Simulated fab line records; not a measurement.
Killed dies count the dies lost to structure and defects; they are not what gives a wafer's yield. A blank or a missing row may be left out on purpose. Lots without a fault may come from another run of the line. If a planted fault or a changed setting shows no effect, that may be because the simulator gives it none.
A struck lot beside a sound one | flow nand-harc | 18 steps out of a route of 1159
Sound: the wafers L902.1, L902.4, L902.5. Struck: wafers L901.2, L901.4, L901.6. Last of all comes the cause.
Order at every step that has rows: each side's tool, ch and its chambers, its first start. Under that, the readings that differ: sound wafers | struck wafers | difference of the means | sigmas: that difference in standard deviations of wafers without a fault.
alike: words and numbers the same on both sides, and readings whose means are apart by under 2 such deviations; not compared: readings that were withheld, readings missing a value for some wafer, numbers with overlapping values and no deviation given by the record, and bounds like >300 which may hide the same value.
The two part at a step that has a row with sigmas, a row that says differs or no value, or rows on one side only. When numbers do not overlap yet have no deviation, they are printed without sigmas and do not part them. A reading missing from all wafers of one side parts the sides only when that side holds two or more wafers.

NHARC_A_M1_INSPECT_11:
  sound: defect-inspect-02 at day 20 18:55; struck: defect-inspect-02 at day 21 15:26
  alike: raw-defect-count
NHARC_A_M1_DESCUM_14: chemistry O2, time 3 s.
  sound on rie-diel-02 ch 0,1, day 20 18:58; struck on rie-diel-12 ch 1,3, day 21 15:30
  reading               | sound             | struck            | difference | sigmas
  oes-product-au (a.u.) | 0.987 0.991 0.977 | 1.017 1.008 1.008 | +0.026     | +2
  alike: drypump-motor-current-A, rf-vpp-V, showerhead-plenum-p-Torr, throttle-valve-pct
  not compared: rf-hours-counter-h
NHARC_A_M1_ETCH_35: etches the open film in N2/H2, target depth 40 nm, overetch 12 nm, time 43.94 s.
  sound on rie-diel-02 ch 0,2, day 20 19:03; struck on rie-diel-12 ch 2,3, day 21 15:34
  reading    | sound             | struck            | difference | sigmas
  bias-w (W) | 149.3 149.2 149.2 | 150.2 150.4 150.6 | +1.2       | +3
  alike: drypump-motor-current-A, oes-product-au, rf-vpp-V, showerhead-plenum-p-Torr, throttle-valve-pct
  not compared: rf-hours-counter-h
then, 1 step without rows for these wafers: NHARC_A_M1_ETCH_15 (etches the open film in C4F8/Ar, target depth 182.5 nm, time 91.2 s).
NHARC_A_M1_CD_MEAS_16:
  sound: cd-sem-03 at day 20 19:16; struck: cd-sem-03 at day 21 15:48
  alike: cd-nm
NHARC_A_M1_STRIP_18: strips in N2/H2.
  sound on rie-diel-12 ch 0,1, day 20 19:23; struck on rie-diel-02 ch 0,3, day 21 15:52
  alike: drypump-motor-current-A, oes-product-au, rf-vpp-V, showerhead-plenum-p-Torr, throttle-valve-pct
  not compared: rf-hours-counter-h
NHARC_A_M1_ETCH_28: etches the open film in CF4/N2, target depth 30 nm, time 72.99 s.
  sound on rie-diel-12 ch 0,1,3; struck on rie-diel-02 ch 2,3
  alike: bias-w, drypump-motor-current-A, oes-product-au, rf-vpp-V, showerhead-plenum-p-Torr, throttle-valve-pct
  not compared: rf-hours-counter-h
then, 1 step without rows for these wafers: NHARC_A_M1_STRIP_19 (strips in post etch residue remover, time 600 s).
NHARC_A_M1_DEGAS_29: time 60 s.
  sound: pvd-sputter-02 at day 20 20:02; struck: pvd-sputter-02 at day 21 16:31
  alike: heater-power-w
then, 3 steps without rows for these wafers: NHARC_A_M1_PRE_CLEAN_30 (time 30 s); NHARC_A_M1_PVD_20 (deposits TaN, target thk 5 nm, time 8.06 s); NHARC_A_M1_PVD_21 (deposits Cu, target thk 30 nm, time 20.49 s).
NHARC_A_M1_ECD_22: material Cu, target thk 400 nm.
  sound on ecd-cu-01 ch 0,1, day 20 20:27; struck on ecd-cu-01 ch 0,1, day 21 16:55
  no value came back on the struck wafers for bath-heat-duty-pct (%), bath-temp-c (C); on the sound wafers bath-heat-duty-pct (%) reads 6.9 5.6 6.2
then, 1 step without rows for these wafers: NHARC_A_M1_ANNEAL_31 (time 90 s).
NHARC_A_M1_CMP_23: polishes, t overpolish 20 s, target thk 154.34 nm.
  sound on cmp-04 ch 0,2, day 20 21:09; struck on cmp-02 ch 2,3, day 21 17:37
  reading                | sound    | struck | difference | sigmas
  time-to-endpoint-s (s) | 29 28 27 | 3 0 1  | -27        | -8
  alike: motor-current-A
NHARC_A_M1_THK_MEAS_24: measures by xrf.
  sound: film-metro-01 at day 20 21:26; struck: film-metro-02 at day 21 17:56
  reading     | sound             | struck         | difference | sigmas
  thk-nm (nm) | 157.5 153.8 152.6 | 29.2 31.3 29.3 | -124.7     | -78
following that, these wafers have no rows for 1 step: NHARC_A_M1_SRD_25.
NHARC_END_SORT_01:
  here the record holds rows for the struck wafers (prober-01 ch 0, day 23 04:11) but none for the sound ones

## WHERE THEY PART
First at NHARC_A_M1_DESCUM_14; last, within this record, at NHARC_END_SORT_01.

WHY: whatever the simulator had introduced
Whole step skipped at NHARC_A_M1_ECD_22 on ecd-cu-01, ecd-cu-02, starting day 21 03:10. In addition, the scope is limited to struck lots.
